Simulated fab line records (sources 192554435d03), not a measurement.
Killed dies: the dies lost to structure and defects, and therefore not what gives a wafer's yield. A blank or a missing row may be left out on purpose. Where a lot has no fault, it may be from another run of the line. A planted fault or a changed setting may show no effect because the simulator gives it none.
Chamber matching -- flow n5 finfet -- rie diel-03 running N5_BEOL_M1_STRIP_66: 4 sister chambers
The step strips in CF4. 8 wafers are shown with their chamber, then 8 later ones without.

WAFERS, EACH WITH ITS CHAMBER
wafer,chamber,drypump motor current A (A),showerhead plenum p Torr (Torr)
L080.2,2,5.6,1.83
L086.5,0,5.6,1.73
L087.4,1,4.9,1.78
L087.5,3,6.0,1.82
L088.1,1,4.9,1.78
L088.2,2,5.7,1.82
L088.3,0,5.6,1.73
L089.4,3,6.0,1.82

WAFERS WITH NO CHAMBER GIVEN
wafer,drypump motor current A (A),showerhead plenum p Torr (Torr)
L089.5,5.6,1.82
L089.6,4.9,1.77
L097.1,6.0,1.81
L097.2,5.6,1.82
L097.3,5.6,1.73
L097.4,4.9,1.77
L097.5,5.6,1.82
L097.6,6.0,1.81

CHAMBER TAKEN BY EACH
wafer,from the rows above,in truth
L089.5,2,2
L089.6,1,1
L097.1,3,3
L097.2,2,2
L097.3,0,0
L097.4,1,1
L097.5,2,2
L097.6,3,3
8 of 8 placed correctly. Not placeable from these rows: 0. Placed wrongly: 0.
How it was worked out, from the rows above alone: a wafer's distance from a chamber is the root of the sum, over the readings, of the square of ((its reading less the chamber's mean) divided by the reading's scatter). The wafer belongs to the nearest chamber; if the next one is less than 2 further off, it can't be placed. For every chamber, the mean is computed from those of its wafers that are shown. The scatter is the square root of a quotient: the sum, over the shown wafers, of each reading's squared deviation from its chamber's mean, divided by wafers minus chambers.
